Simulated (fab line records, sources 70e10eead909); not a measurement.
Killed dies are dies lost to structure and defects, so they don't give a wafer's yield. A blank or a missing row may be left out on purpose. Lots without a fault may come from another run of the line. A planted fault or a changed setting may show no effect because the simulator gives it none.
A struck lot beside a sound one | flow nand_harc | 41 steps out of a route of 1159
Sound: wafers L760.3, L760.5, L760.6. Struck: wafer L777.2. (L777.3, L777.4 of the same lot were not struck and are left out.) The cause comes at the end.
At each step with rows: each side's tool, then ch and its chambers, then its first start. Under that, the readings that differ: sound wafers | struck wafers | difference of the means | sigmas: that difference in standard deviations of wafers without a fault.
alike: readings whose means differ by less than 2 such deviations, and words and numbers that are the same on both sides. not compared: withheld readings, readings that some wafer has no value for, bounds like >300 that may hide the same value, and numbers for which the record gives no deviation and whose values overlap.
The two part at a step that has a row with sigmas, a row that says differs or no value, or rows on one side only. Numbers that don't overlap but have no deviation are shown without sigmas and don't part them. A reading that every wafer of one side lacks parts them only if that side has two wafers or more.

NHARC_A_M1_OVL_MEAS_10: pitch 240 nm.
  sound on overlay-02, day 18 01:56; struck on overlay-02, day 22 05:52
  alike: overlay_x_nm, overlay_y_nm
NHARC_A_M1_INSPECT_11:
  sound on defect_inspect-01, day 18 01:58; struck on defect_inspect-02, day 22 05:55
  reading          | sound    | struck | difference | sigmas
  raw_defect_count | 14 13 13 | 36     | +23        | +2
then, 3 steps without rows for these wafers: NHARC_A_M1_DESCUM_14 (chemistry O2, time 3 s); NHARC_A_M1_ETCH_35 (etches the open film in N2/H2, target depth 40 nm, overetch 12 nm, time 43.94 s); NHARC_A_M1_ETCH_15 (etches the open film in C4F8/Ar, target depth 182.5 nm, time 91.2 s).
NHARC_A_M1_CD_MEAS_16:
  sound on cd_sem-03, day 18 02:20; struck on cd_sem-02, day 22 06:16
  alike: cd_nm
NHARC_A_M1_STRIP_18: strips in N2/H2.
  sound on rie_diel-12 ch 0,1,2, day 18 02:28; struck on rie_diel-12 ch 3, day 22 06:21
  alike: drypump_motor_current_A, mfc_ar_sccm, oes_product_au, rf_fwd_power_W, rf_vpp_V, showerhead_plenum_p_Torr, throttle_valve_pct
  not compared: rf_hours_counter_h
NHARC_A_M1_ETCH_28: etches the open film in CF4/N2, target depth 30 nm, time 72.99 s.
  sound on rie_diel-12 ch 2,3; struck on rie_diel-12 ch 0
  reading                | sound                | struck | difference | sigmas
  oes_product_au (a.u.)  | 1.010 1.016 1.007    | 0.980  | -0.031     | -2
  throttle_valve_pct (%) | 19.785 19.772 19.776 | 19.799 | +0.021     | +2
  alike: drypump_motor_current_A, mfc_ar_sccm, rf_fwd_power_W, rf_vpp_V, showerhead_plenum_p_Torr
  not compared: rf_hours_counter_h
then, 1 step without rows for these wafers: NHARC_A_M1_STRIP_19 (strips in post etch residue remover, time 600 s).
NHARC_A_M1_DEGAS_29: time 60 s.
  sound on pvd_sputter-01, day 18 03:03; struck on pvd_sputter-01, day 22 07:27
  alike: heater_power_w
then, 2 steps without rows for these wafers: NHARC_A_M1_PRE_CLEAN_30 (time 30 s); NHARC_A_M1_PVD_20 (deposits TaN, target thk 5 nm, time 8.06 s).
NHARC_A_M1_PVD_21: deposits Cu, target thk 30 nm, time 20.49 s.
  sound on pvd_sputter-01, day 18 03:17; struck on pvd_sputter-01, day 22 07:57
  alike: throttle_valve_pct
then, 1 step without rows for these wafers: NHARC_A_M1_ECD_22 (material Cu, target thk 400 nm).
NHARC_A_M1_ANNEAL_31: time 90 s.
  sound on rtp_anneal-01 ch 0, day 18 03:56; struck on rtp_anneal-02 ch 0, day 22 08:31
  alike: wafer_temp_C_max
then, 2 steps without rows for these wafers: NHARC_A_M1_CMP_23 (polishes, t overpolish 20 s, target thk 154.34 nm); NHARC_A_M1_SRD_25.
NHARC_A_M1_INSPECT_27:
  sound on defect_inspect-02, day 18 04:39; struck on defect_inspect-02, day 22 09:17
  alike: raw_defect_count
then, 4 steps without rows for these wafers: NHARC_A_M1_PRE_CLEAN_32 (time 12 s); NHARC_A_M1_DEP_33 (deposits SiCN, target thk 30 nm); NHARC_A_BONDPAD_DEP_00 (deposits SiCN, target thk 250 nm); NHARC_A_BONDPAD_CMP_29 (polishes SiCN, target thk 200 nm).
NHARC_A_BONDPAD_THK_MEAS_30: measures by ellipsometry.
  the record has rows for the sound wafers here (film_metro-02, day 18 06:00) and none for the struck ones
then, 10 steps without rows for these wafers: NHARC_A_BONDPAD_SRD_31; NHARC_A_BONDPAD_DEHYDRATE_01 (time 120 s); NHARC_A_BONDPAD_HMDS_02 (time 30 s); NHARC_A_BONDPAD_COAT_33 (time 65 s); NHARC_A_BONDPAD_COAT_03 (resist thk 600 nm); NHARC_A_BONDPAD_SOFTBAKE_04 (time 70 s); NHARC_A_BONDPAD_EBR_05; NHARC_A_BONDPAD_EXPOSE_06 (exposes mask A BPAD); NHARC_A_BONDPAD_PEB_07 (peb time 80 s); NHARC_A_BONDPAD_DEVELOP_08 (time 50 s).
NHARC_A_BONDPAD_CD_MEAS_09: target cd 500 nm.
  the record has rows for the sound wafers here (cd_sem-03 ch 0, day 18 06:37) and none for the struck ones
NHARC_A_BONDPAD_OVL_MEAS_35:
  the record has rows for the sound wafers here (overlay-01, day 18 06:42) and none for the struck ones
then, 2 steps without rows for these wafers: NHARC_A_BONDPAD_HARDBAKE_10 (time 65 s); NHARC_A_BONDPAD_DESCUM_11 (chemistry O2, time 3 s).
NHARC_A_BONDPAD_ETCH_34: etches the open film in N2/H2, target depth 60 nm, overetch 18 nm, time 65.91 s.
  the record has rows for the sound wafers here (rie_diel-11 ch 0,3, day 18 06:55) and none for the struck ones
then, 1 step without rows for these wafers: NHARC_A_BONDPAD_ETCH_12 (etches the open film in CHF3/O2, target depth 220 nm, time 110 s).
NHARC_A_BONDPAD_CD_MEAS_13:
  the record has rows for the sound wafers here (cd_sem-02, day 18 07:08) and none for the struck ones
NHARC_END_SORT_01:
  the record has rows for the struck wafers here (prober-01 ch 0, day 23 22:13) and none for the sound ones

WHERE THEY PART
First at NHARC_A_M1_INSPECT_11; last, within this record, at NHARC_END_SORT_01.

WHY: what the simulator had put in
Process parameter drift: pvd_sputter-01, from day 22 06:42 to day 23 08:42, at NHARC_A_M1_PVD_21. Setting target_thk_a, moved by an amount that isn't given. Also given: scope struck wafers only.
